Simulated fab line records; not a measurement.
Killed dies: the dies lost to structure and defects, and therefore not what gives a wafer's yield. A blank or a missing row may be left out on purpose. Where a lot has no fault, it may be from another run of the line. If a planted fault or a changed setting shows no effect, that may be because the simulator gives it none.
fab line records | flow n5-finfet
record lots=4 wafers=12 last-day=18
route steps=1938 shown FIN_SAQP@126 BEOL_M4@1111 PASSIVATION@1936
lots untouched by any fault: they come from a run of this same line in which no faults occurred
start-h: the number of hours between the record's first day and the start of the first shown wafer of the lot | wait-h: hours from the lot's prior step to this one | " same as the row above | L1.1+2: several wafers, shown together as one row | - value missing, or start not given | * or withheld: withheld | < > ~ a bound
route shown NAME@n: a module of which the file shows steps, and the number in the route of the first | usual: average and standard deviation across the fault-free wafers | same: alike in all rows | chamber/n: place in a boat | sites: per-site readings | _std_site: standard deviation across them | _edge_site: the outer-site mean with the inner-site mean subtracted | radius-mm: how far each site lies from the wafer's centre | mask NAME#n: copy n | behind: tool/chamber where the wafer was last shaped | hold: cause of the lot's hold/its duration in hours/its outcome | device: transistor that didn't switch, given as n, p or np | end of line: tests run on the same wafers once the route is complete | for a step that has no rows: nothing shown but its recipe | killed: count of dies lost to structure and defects at first sort (not the wafer's yield) | map: a wafer's dies, marking killed ones x, the rest . and places with no die _
set.NAME: the setting that was run; set.NAME@STEP: the one run at that earlier step | model.NAME: the simulator's own value behind a step, which no gauge read
lots seen at some steps along the route; tables by step, rows by wafer
services: the hour from which a tool's chamber was out of use, counted from the record's first day as start-h (under 0 if before that day), plus the number of hours and why
## steps
# step N5_FIN_SAQP_SPACER1_ETCHBACK_25
# recipe chemistry=CHF3/O2 mode=anisotropic-etchback target=SiO2 target-depth-a=244 time-s=12.2 pressure-mtorr=30 source-w=650 bias-w=170 Ar_flow_sccm=200 CHF3_flow_sccm=50 O2_flow_sccm=5 ion-energy-ev=200
# step N5_FIN_SAQP_MANDREL1_REMOVE_56
# recipe chemistry=HBr/Cl2/O2 bt-time-s=10 target=a-Si stop-on=SiNx endpoint=OES-SiCl over-etch-frac=1 icp-w=600 bias-w=22 HBr_flow_sccm=150 Cl2_flow_sccm=80 O2_flow_sccm=5 pressure-mtorr=10
# step N5_FIN_SAQP_ETCH_57
# recipe chemistry=CH3F/O2 target=SiNx mask-material=SiO2 target-depth-a=325 time-s=46.4 pressure-mtorr=30 source-w=395 bias-w=73 Ar_flow_sccm=150 CH3F_flow_sccm=30 O2_flow_sccm=20 ion-energy-ev=120 ends=cleared
# step N5_FIN_SAQP_ETCH_65
# recipe chemistry=CF4 target=SiO2 target-depth-a=40 ion-energy-ev=350 time-s=4.4 pressure-mtorr=10 icp-w=800 bias-w=400 cf4-flow-sccm=80
# step N5_FIN_SAQP_MANDREL_ETCH_58
# recipe chemistry=HBr/Cl2 target=a-Si target-depth-a=450 bt-time-s=10 stop-on=SiNx mask-material=SiO2 over-etch-frac=0.8 time-s=27 pressure-mtorr=10 icp-w=800 bias-w=75 HBr_flow_sccm=150 Cl2_flow_sccm=80 ends=end-point
# step N5_FIN_SAQP_RECESS_63
# recipe chemistry=HF/NH3 target=SiO2 target-depth-a=180 afs-cycles=3 temp-c=30 sublimation-temp-c=180 sublimation-time-s=60
# step N5_FIN_SAQP_COAT_68
# recipe resist=SOC temp-c=250 time-s=60 spin-rpm=1500 resist-thk-nm=100
# step N5_FIN_SAQP_ETCH_69
# recipe chemistry=N2/H2 target=SOC target-depth-a=1500 stop-on=SiNx ion-energy-ev=100 bias-w=61 pressure-mtorr=30 source-w=850 n2-flow-sccm=200 h2-flow-sccm=200
# step N5_FIN_SAQP_ETCH_67
# recipe chemistry=CH3F/O2 target=SiNx target-depth-a=300 mask-material=SOC pressure-mtorr=30 source-w=395 bias-w=73 Ar_flow_sccm=150 CH3F_flow_sccm=30 O2_flow_sccm=20 ion-energy-ev=120
# step N5_FIN_SAQP_STRIP_70
# recipe chemistry=N2/H2 power-w=500 temp-c=40 pressure-mtorr=50 rf-frequency-hz=6e+07 overash-fraction=0.3 bias-power-w=28 h2-frac=0.5 n2-flow-sccm=300 h2-flow-sccm=300
# step N5_FIN_SAQP_RECESS_71
# recipe chemistry=HF/NH3 target=SiO2 target-depth-a=30 afs-cycles=1 temp-c=30 sublimation-temp-c=180 sublimation-time-s=60
# step N5_FIN_SAQP_SPACER2_ALD_28
# recipe material=SiO2 target-thk-a=81 temp-c=300 ald-precursor-family=BDEAS ald-co-reactant=O2-plasma pulse-time-s=1 purge-time-s=2 co-reactant-purge-time-s=2 pressure-torr=2
# usual chamber-pressure-Torr=2.001/0.0044 co-reactant-purge-time-s=2/0 heater-power-w=491/39 precursor-pulse-height-rel=0.998/0.018
# columns lot.wafer tool chamber start-h wait-h chamber-pressure-Torr co-reactant-purge-time-s heater-power-w precursor-pulse-height-rel
L450.3 ald-sin-04 3 55.74 0.1 2.005 2 441 0.950
L450.4 " 0 " " 2.004 2 496 1.014
L450.5 " 3 " " 2.006 2 437 1.010
L460.2 ald-sin-02 0 116.33 0.1 - - - -
L460.5 " 2 " " - - - -
L460.6 " 3 " " - - - -
L461.1 ald-sin-04 2 121.32 0.1 - - - -
L461.5 " 3 " " - - - -
L461.6 " 0 " " - - - -
L467.2 ald-sin-04 1 157.37 0.1 1.999 2 450 0.990
L467.4 " 2 " " 2.002 2 553 0.988
L467.6 " 2 " " 1.997 2 557 1.009
# step N5_FIN_SAQP_SPACER2_ETCHBACK_29
# recipe chemistry=CHF3/O2 mode=anisotropic-etchback target=SiO2 target-depth-a=122 time-s=6.1 pressure-mtorr=30 source-w=650 bias-w=170 Ar_flow_sccm=200 CHF3_flow_sccm=50 O2_flow_sccm=5 ion-energy-ev=200
# step N5_FIN_SAQP_MANDREL2_REMOVE_60
# recipe chemistry=HBr/Cl2/O2 bt-time-s=10 target=a-Si stop-on=SiNx endpoint=OES-SiCl over-etch-frac=1 icp-w=600 bias-w=22 HBr_flow_sccm=150 Cl2_flow_sccm=80 O2_flow_sccm=5 pressure-mtorr=10
# usual bias-w=22.00/0.068 drypump-motor-current-A=5.7/0.39 oes_o_777_au=1.00/0.045 oes-product-au=0.997/0.015 throttle-valve-pct=36.8/0.38
# columns lot.wafer tool chamber start-h wait-h bias-w drypump-motor-current-A oes_o_777_au oes-product-au rf-hours-counter-h throttle-valve-pct model.FIN_SAQP.cd-nm
L450.3 rie-si-05 3 56.16 0.1 21.92 6.2 0.98 1.012 33 36.7 8
L450.4 " 1 " " 21.85 5.6 1.02 0.988 124 36.6 8
L450.5 " 0 " " 22.06 5.7 1.02 0.990 - 37.1 8
L460.2 rie-si-03 2 116.75 0.1 22.04 4.6 0.92 0.982 107 36.4 20.4
L460.5 " 0 " " 22.01 5.6 0.99 0.986 - 36.6 20.4
L460.6 " 3 " " 21.96 5.5 1.00 0.966 - 36.8 20.4
L461.1 rie-si-03 2 121.73 0.1 22.00 4.6 0.93 0.989 107 36.4 19.8
L461.5 " 1 " " 22.10 5.1 0.88 0.987 - 37.3 20.4
L461.6 " 2 " " 21.99 4.6 0.93 0.985 - 36.4 20.4
L467.2 rie-si-02 1 157.79 0.1 21.94 6.3 0.98 0.994 88 37.1 8
L467.4 " 0 " " 22.06 5.9 1.08 0.994 21 36.1 8.2
L467.6 " 3 " " 22.08 5.4 1.02 1.023 - 37.0 8
# step N5_FIN_SAQP_CD_MEAS_31
# recipe target-cd-nm=8 landing-energy-ev=1000 detector=se-inlens polarity=line
# usual cd-nm=8.08/0.2
# same landing-energy-ev=1000
# columns lot.wafer tool chamber start-h wait-h cd-nm
L450.3 cd-sem-01 0 56.28 0.1 8.21
L450.4 " 0 " " 8.12
L450.5 " 0 " " 8.02
L460.2 cd-sem-02 0 116.86 0.1 -
L460.5 " 0 " " -
L460.6 " 0 " " -
L461.1 cd-sem-03 0 121.84 0.1 -
L461.5 " 0 " " -
L461.6 " 0 " " -
L467.2 cd-sem-01 0 157.90 0.1 7.86
L467.4 " 0 " " 7.55
L467.6 " 0 " " 7.88
# step N5_FIN_SAQP_HM_OPEN_33
# recipe chemistry=CH3F/O2 target=SiNx mask-material=SiO2 target-depth-a=494 time-s=70.6 pressure-mtorr=30 source-w=395 bias-w=73 Ar_flow_sccm=150 CH3F_flow_sccm=30 O2_flow_sccm=20 ion-energy-ev=120 ends=cleared
# step N5_FIN_SAQP_ETCH_34
# recipe chemistry=C4F6/O2 target=SiO2 target-depth-a=450 time-s=15 ion-energy-ev=250 pressure-mtorr=30 source-w=345 bias-w=185 Ar_flow_sccm=300 C4F6_flow_sccm=10 O2_flow_sccm=10 ends=cleared
# usual bias-w=185.0/0.59 drypump-motor-current-A=5.6/0.5 etch-rf-on-time-s=15.03/0.25 oes_o_777_au=0.79/0.091 oes-product-au=0.68/0.08 rf-vpp-V=663/13 showerhead-plenum-p-Torr=2.87/0.1 throttle-valve-pct=21.01/0.15
# columns lot.wafer tool chamber start-h wait-h bias-w drypump-motor-current-A etch-rf-on-time-s oes_o_777_au oes-product-au rf-hours-counter-h rf-vpp-V showerhead-plenum-p-Torr throttle-valve-pct model.FIN_SAQP.cd-nm
L450.3 rie-diel-01 0 56.39 0.0 185.1 4.9 15.29 0.75 0.65 152 680 2.86 21.13 8
L450.4 " 2 " " 184.7 6.4 14.67 0.96 0.84 4 684 3.05 20.97 8
L450.5 " 1 " " 184.9 5.3 15.10 0.72 0.62 - 674 2.81 21.12 8
L460.2 rie-diel-01 3 116.98 0.0 185.7 4.9 14.74 0.89 0.76 33 658 3.00 20.72 20.6
L460.5 " 3 " " 186.1 4.9 14.65 0.89 0.76 - 657 3.00 20.73 20.6
L460.6 " 0 " " 184.6 4.9 15.12 0.73 0.63 - 678 2.85 21.16 20.6
L461.1 rie-diel-04 1 122.07 0.0 185.3 6.4 15.52 0.73 0.60 211 643 2.92 21.17 20
L461.5 " 3 " " 184.7 5.8 14.96 0.76 0.66 - 661 2.88 21.00 20.4
L461.6 " 1 " " 185.2 6.4 15.36 0.73 0.61 - 641 2.92 21.16 20.4
L467.2 rie-diel-01 1 158.01 0.0 185.3 5.3 14.91 0.70 0.60 238 673 2.79 21.18 8
L467.4 " 3 " " 184.4 4.9 14.76 0.86 0.74 48 659 3.00 20.75 8.2
L467.6 " 2 " " 185.1 6.4 14.70 0.88 0.77 - 685 3.03 21.01 8.2
# step N5_FIN_SAQP_STRIP_77
# recipe chemistry=N2/H2 time-s=90 power-w=100 temp-c=40 pressure-mtorr=100 rf-frequency-hz=6e+07 bias-power-w=3 n2-flow-sccm=300 h2-flow-sccm=300
# step N5_BEOL_M4_RC_MEAS_101
# usual DIBL_N=36.7/1.8 DIBL_P=37.0/2.4 IOFF_N=0.17/0.036 IOFF_P=0.22/0.042 ION_N=673/12 ION_P=462/8.5 SS_N=71.7/0.62 SS_P=73.4/0.65 VT_N=250/3.7 VT_P=-250/3.7
# columns lot.wafer tool chamber start-h wait-h DIBL_N[mV/V] DIBL_P[mV/V] IOFF_N[nA/um] IOFF_P[nA/um] ION_N[uA/um] ION_P[uA/um] SS_N[mV/dec] SS_P[mV/dec] VT_N[mV] VT_P[mV]
L450.3 prober-01 0 204.87 0.3 35.7 35.7 0.14 0.19 654 454 71.3 73.6 253 -254
L450.4 " 0 " " 37.8 38.5 0.18 0.23 671 456 71.4 74.5 249 -249
L450.5 " 0 " " 35.2 35.1 0.13 0.17 659 448 70.6 72.5 255 -255
L467.2 prober-02 0 330.89 0.2 34.9 35.7 0.13 0.21 667 469 71.4 72.5 251 -250
L467.4 " 0 " " 36.9 37.2 0.17 0.22 665 455 72.2 73.6 252 -251
L467.6 " 0 " " 37.0 38.2 0.18 0.25 678 473 72.4 72.9 250 -250
# step N5_PASSIVATION_PROBE_49
# usual defect-limited-yield=91.1/1.4 killed_at_M0_to_M3=32/9.3 killed_at_M4_up=13/5.8 killed-at-contacts=12/6.3 killed-at-front-end=44/12 killed-at-other=3.6/2.7 killed-dies=104/17 killed-on-rim=14/3.9 killed-open=69/13 killed-short=34/6.9 sort_bin_5_function=5.2/0.98 sort_bin_6_memory=3.3/0.59 sort-n-pass=1075/17 sort-yield-pct=91.1/1.4
# same gross-dies=1180 killed-at-back-side=0 sort_bin_4_leakage[%]=0 sort_bin_8_speed[%]=0
# columns lot.wafer tool chamber start-h wait-h defect-limited-yield[%] killed_at_M0_to_M3 killed_at_M4_up killed-at-contacts killed-at-front-end killed-at-other killed-dies killed-on-rim killed-open killed-short sort_bin_5_function[%] sort_bin_6_memory[%] sort-n-pass sort-yield-pct[%]
L450.3 prober-01 - 308.06 0.1 90.8 29 5 13 61 0 108 15 65 42 6.4 2.5 1072 90.8
L450.4 prober-01 - 308.11 0.2 91.6 24 6 3 65 1 99 15 62 36 4.7 3.4 1081 91.6
L450.5 prober-01 - 308.16 0.2 89.9 25 6 11 73 4 119 17 82 31 6.1 3.3 1061 89.9
L461.1 prober-02 - 376.18 0.0 0 9 2 0 1169 0 1180 152 16 5 70.8 2.0 0 0
L461.5 prober-02 - 376.38 0.2 0 16 2 4 1158 0 1180 152 26 13 73.6 3.7 0 0
L461.6 prober-02 - 376.43 0.3 0 8 2 2 1167 1 1180 152 15 6 74.1 2.3 0 0
L460.2 prober-02 - 391.13 0.1 0 5 0 8 1167 0 1180 152 17 5 74.2 2.9 0 0
L460.5 prober-02 - 391.28 0.2 0 6 8 2 1164 0 1180 152 16 5 73.6 2.8 0 0
L460.6 prober-02 - 391.33 0.3 0 4 6 0 1170 0 1180 152 12 6 72.5 3.0 0 0
L467.2 prober-02 - 429.67 0.1 89.5 48 19 10 39 8 124 17 74 48 6.9 3.2 1056 89.5
L467.4 prober-02 - 429.77 0.2 90.5 22 13 17 53 7 112 9 73 36 5.8 3.3 1068 90.5
L467.6 prober-02 - 429.87 0.3 91.4 26 11 9 53 3 102 8 63 30 3.9 3.8 1078 91.4
# killed by level:class
L450.3 STI_FIN_REVEAL:geometric-particle:open=17 MOL_CONTACT_COAG:geometric-particle:open=9 FIN_SAQP:geometric-particle:open=8 STI_FIN_REVEAL:geometric-particle:short=8 BEOL_M0_SAQP:geometric-particle:short=8 FIN_SAQP:geometric-particle:short=6 GATE_CUT:geometric-particle:short=6 BEOL_M3:geometric-particle:open=5
L450.4 STI_FIN_REVEAL:geometric-particle:open=22 GATE_CUT:geometric-particle:open=7 GATE_CUT:geometric-particle:short=7 BEOL_M0_SAQP:geometric-particle:open=7 FIN_SAQP:geometric-particle:short=6 SPACER0:geometric-particle:open=6 SPACER0:geometric-particle:short=5 BEOL_M0_SAQP:geometric-particle:short=5
L450.5 STI_FIN_REVEAL:geometric-particle:open=27 FIN_SAQP:geometric-particle:open=12 MOL_CONTACT_COAG:geometric-particle:open=10 FIN_SAQP:geometric-particle:short=7 BEOL_M0_SAQP:geometric-particle:open=7 BEOL_M0_SAQP:geometric-particle:short=6 BEOL_M2:geometric-particle:open=6 HKMG_FIN:area-etch=6
L461.1 FIN_SAQP:lost-pattern=1155 BEOL_M0_SAQP:geometric-particle:open=4 FIN_SAQP:area-ald=4 STI_FIN_REVEAL:geometric-particle:open=3 BEOL_M2:geometric-particle:open=3 FIN_SAQP:geometric-particle:open=2 STI_FIN_REVEAL:geometric-particle:short=2 FIN_SAQP:geometric-particle:short=1
L461.5 FIN_SAQP:lost-pattern=1129 FIN_SAQP:area-ald=11 BEOL_M0_SAQP:geometric-particle:short=4 MOL_CONTACT_COAG:geometric-particle:open=4 BEOL_M0_SAQP:geometric-particle:open=4 FIN_SAQP:geometric-particle:open=3 FIN_SAQP:geometric-particle:short=3 BEOL_M3:geometric-particle:open=3
L461.6 FIN_SAQP:lost-pattern=1156 BEOL_M2:geometric-particle:open=3 FIN_SAQP:area-ald=3 STI_FIN_REVEAL:geometric-particle:open=2 DUMMY_GATE:geometric-particle:open=2 MOL_CONTACT_COAG:geometric-particle:open=2 BEOL_M0_SAQP:geometric-particle:short=2 FIN_SAQP:geometric-particle:short=1
L460.2 FIN_SAQP:lost-pattern=1152 FIN_SAQP:area-ald=6 MOL_CONTACT_COAG:geometric-particle:open=5 GATE_CUT:geometric-particle:open=3 MOL_CONTACT_COAG:geometric-particle:short=3 FIN_SAQP:geometric-particle:open=2 BEOL_M0_SAQP:geometric-particle:open=2 ILD0:geometric-particle:open=1
L460.5 FIN_SAQP:lost-pattern=1155 BEOL_M4:geometric-particle:open=5 FIN_SAQP:area-ald=4 MOL_CONTACT_COAG:geometric-particle:open=2 BEOL_M0_SAQP:geometric-particle:open=2 BEOL_M2:geometric-particle:open=2 FIN_SAQP:geometric-particle:open=1 FIN_SAQP:geometric-particle:short=1
L460.6 FIN_SAQP:lost-pattern=1155 FIN_SAQP:area-ald=6 FIN_SAQP:geometric-particle:short=4 STI_FIN_REVEAL:geometric-particle:open=2 GATE_CUT:geometric-particle:open=2 FIN_SAQP:geometric-particle:open=1 BEOL_M0_SAQP:geometric-particle:open=1 BEOL_M0_SAQP:geometric-particle:short=1
L467.2 BEOL_M0_SAQP:geometric-particle:open=11 BEOL_M0_SAQP:geometric-particle:short=10 MOL_CONTACT_COAG:geometric-particle:open=9 BEOL_M2:geometric-particle:short=8 FIN_SAQP:geometric-particle:short=6 DUMMY_GATE:geometric-particle:open=6 STI_FIN_REVEAL:geometric-particle:open=6 BEOL_M1:geometric-particle:open=6
L467.4 MOL_CONTACT_COAG:geometric-particle:open=15 FIN_SAQP:geometric-particle:short=11 FIN_SAQP:geometric-particle:open=8 GATE_CUT:geometric-particle:short=6 BEOL_M0_SAQP:geometric-particle:open=6 STI_FIN_REVEAL:geometric-particle:open=5 DUMMY_GATE:geometric-particle:open=5 BEOL_M0_SAQP:geometric-particle:short=5
L467.6 FIN_SAQP:geometric-particle:open=16 FIN_SAQP:geometric-particle:short=10 STI_FIN_REVEAL:geometric-particle:open=7 BEOL_M0_SAQP:geometric-particle:open=7 HKMG_FIN:area-etch=7 MOL_CONTACT_COAG:geometric-particle:open=6 BEOL_M2:geometric-particle:open=6 BEOL_M3:geometric-particle:open=4
# map L460.2 (x killed, . not)
_________________xxxxxxxxxxxx________________
______________xxxxxxxxxxxxxxxxxx_____________
___________xxxxxxxxxxxxxxxxxxxxxxxx__________
__________xxxxxxxxxxxxxxxxxxxxxxxxxx_________
________xxxxxxxxxxxxxxxxxxxxxxxxxxxxxx_______
_______xxxxxxxxxxxxxxxxxxxxxxxxxxxxxxxx______
______xxxxxxxxxxxxxxxxxxxxxxxxxxxxxxxxxx_____
_____xxxxxxxxxxxxxxxxxxxxxxxxxxxxxxxxxxxx____
____xxxxxxxxxxxxxxxxxxxxxxxxxxxxxxxxxxxxxx___
___xxxxxxxxxxxxxxxxxxxxxxxxxxxxxxxxxxxxxxxx__
___xxxxxxxxxxxxxxxxxxxxxxxxxxxxxxxxxxxxxxxx__
__xxxxxxxxxxxxxxxxxxxxxxxxxxxxxxxxxxxxxxxxxx_
__xxxxxxxxxxxxxxxxxxxxxxxxxxxxxxxxxxxxxxxxxx_
_xxxxxxxxxxxxxxxxxxxxxxxxxxxxxxxxxxxxxxxxxxxx
_xxxxxxxxxxxxxxxxxxxxxxxxxxxxxxxxxxxxxxxxxxxx
_xxxxxxxxxxxxxxxxxxxxxxxxxxxxxxxxxxxxxxxxxxxx
_xxxxxxxxxxxxxxxxxxxxxxxxxxxxxxxxxxxxxxxxxxxx
_xxxxxxxxxxxxxxxxxxxxxxxxxxxxxxxxxxxxxxxxxxxx
_xxxxxxxxxxxxxxxxxxxxxxxxxxxxxxxxxxxxxxxxxxxx
_xxxxxxxxxxxxxxxxxxxxxxxxxxxxxxxxxxxxxxxxxxxx
_xxxxxxxxxxxxxxxxxxxxxxxxxxxxxxxxxxxxxxxxxxxx
__xxxxxxxxxxxxxxxxxxxxxxxxxxxxxxxxxxxxxxxxxx_
__xxxxxxxxxxxxxxxxxxxxxxxxxxxxxxxxxxxxxxxxxx_
___xxxxxxxxxxxxxxxxxxxxxxxxxxxxxxxxxxxxxxxx__
___xxxxxxxxxxxxxxxxxxxxxxxxxxxxxxxxxxxxxxxx__
____xxxxxxxxxxxxxxxxxxxxxxxxxxxxxxxxxxxxxx___
_____xxxxxxxxxxxxxxxxxxxxxxxxxxxxxxxxxxxx____
______xxxxxxxxxxxxxxxxxxxxxxxxxxxxxxxxxx_____
_______xxxxxxxxxxxxxxxxxxxxxxxxxxxxxxxx______
________xxxxxxxxxxxxxxxxxxxxxxxxxxxxxx_______
__________xxxxxxxxxxxxxxxxxxxxxxxxxx_________
___________xxxxxxxxxxxxxxxxxxxxxxxx__________
______________xxxxxxxxxxxxxxxxxx_____________
_________________xxxxxxxxxxxx________________
# map L461.1 (x killed, . not)
_________________xxxxxxxxxxxx________________
______________xxxxxxxxxxxxxxxxxx_____________
___________xxxxxxxxxxxxxxxxxxxxxxxx__________
__________xxxxxxxxxxxxxxxxxxxxxxxxxx_________
________xxxxxxxxxxxxxxxxxxxxxxxxxxxxxx_______
_______xxxxxxxxxxxxxxxxxxxxxxxxxxxxxxxx______
______xxxxxxxxxxxxxxxxxxxxxxxxxxxxxxxxxx_____
_____xxxxxxxxxxxxxxxxxxxxxxxxxxxxxxxxxxxx____
____xxxxxxxxxxxxxxxxxxxxxxxxxxxxxxxxxxxxxx___
___xxxxxxxxxxxxxxxxxxxxxxxxxxxxxxxxxxxxxxxx__
___xxxxxxxxxxxxxxxxxxxxxxxxxxxxxxxxxxxxxxxx__
__xxxxxxxxxxxxxxxxxxxxxxxxxxxxxxxxxxxxxxxxxx_
__xxxxxxxxxxxxxxxxxxxxxxxxxxxxxxxxxxxxxxxxxx_
_xxxxxxxxxxxxxxxxxxxxxxxxxxxxxxxxxxxxxxxxxxxx
_xxxxxxxxxxxxxxxxxxxxxxxxxxxxxxxxxxxxxxxxxxxx
_xxxxxxxxxxxxxxxxxxxxxxxxxxxxxxxxxxxxxxxxxxxx
_xxxxxxxxxxxxxxxxxxxxxxxxxxxxxxxxxxxxxxxxxxxx
_xxxxxxxxxxxxxxxxxxxxxxxxxxxxxxxxxxxxxxxxxxxx
_xxxxxxxxxxxxxxxxxxxxxxxxxxxxxxxxxxxxxxxxxxxx
_xxxxxxxxxxxxxxxxxxxxxxxxxxxxxxxxxxxxxxxxxxxx
_xxxxxxxxxxxxxxxxxxxxxxxxxxxxxxxxxxxxxxxxxxxx
__xxxxxxxxxxxxxxxxxxxxxxxxxxxxxxxxxxxxxxxxxx_
__xxxxxxxxxxxxxxxxxxxxxxxxxxxxxxxxxxxxxxxxxx_
___xxxxxxxxxxxxxxxxxxxxxxxxxxxxxxxxxxxxxxxx__
___xxxxxxxxxxxxxxxxxxxxxxxxxxxxxxxxxxxxxxxx__
____xxxxxxxxxxxxxxxxxxxxxxxxxxxxxxxxxxxxxx___
_____xxxxxxxxxxxxxxxxxxxxxxxxxxxxxxxxxxxx____
______xxxxxxxxxxxxxxxxxxxxxxxxxxxxxxxxxx_____
_______xxxxxxxxxxxxxxxxxxxxxxxxxxxxxxxx______
________xxxxxxxxxxxxxxxxxxxxxxxxxxxxxx_______
__________xxxxxxxxxxxxxxxxxxxxxxxxxx_________
___________xxxxxxxxxxxxxxxxxxxxxxxx__________
______________xxxxxxxxxxxxxxxxxx_____________
_________________xxxxxxxxxxxx________________
## services
# columns tool chamber start-h hours kind
rie-si-05 2 39.60 1.3 repair
rie-diel-04 1 50.04 6.2 repair
rie-diel-04 3 51.04 30.3 repair
rie-si-02 - 54.41 2.8 pm
rie-si-03 - 65.50 28.1 pm
rie-si-05 - 66.79 0.1 repair
rie-diel-01 2 69.28 5.1 repair
rie-diel-01 - 76.56 0.6 repair
ald-sin-02 1 85.55 8.5 repair
rie-diel-04 1 107.92 4.6 repair
rie-diel-04 0 112.71 - clean
rie-diel-04 0 112.71 - consumable-replace:focus-ring
rie-diel-04 0 112.71 - consumable-replace:showerhead
rie-diel-04 0 112.71 17.8 scheduled-down
rie-diel-04 0 112.71 17.8 vent-cycle
ald-sin-02 - 122.03 1.1 repair
rie-si-02 1 130.98 10.1 repair
rie-si-02 2 137.50 10.4 repair
rie-si-02 0 142.00 7.4 repair
ald-sin-02 - 148.80 0.9 repair
rie-si-03 - 156.22 14.6 pm
## key
first-sign step=N5_FIN_SAQP_SPACER2_ALD_28 reading=tool-record direction=missing
effect step=N5_FIN_SAQP_CD_MEAS_31 reading=cd-nm direction=missing
effect step=N5_PASSIVATION_PROBE_49 reading=killed-at-front-end direction=up sigmas=91 usual=44 struck=1166
model-effect step=N5_FIN_SAQP_MANDREL2_REMOVE_60 value=FIN_SAQP.cd-nm without=8.167 struck=20.3
model-effect step=N5_FIN_SAQP_ETCH_34 value=FIN_SAQP.cd-nm without=8.3 struck=20.43
met-at N5_FIN_SAQP_SPACER2_ALD_28
struck-wafers L460.2,L460.5,L460.6,L461.1,L461.5,L461.6
later-rows-left-out L460.2,L460.5,L460.6,L461.1,L461.5,L461.6
onset-between 55.74 116.33
fault kind=skipped-step-whole tool=ald-sin-02,ald-sin-04 chamber=- onset-h=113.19 steps=N5_FIN_SAQP_SPACER2_ALD_28 scope=struck-lots-only
# later-rows-left-out: the simulator's readings of these wafers behind a module that went badly wrong aren't trusted and aren't shown, but for the sort
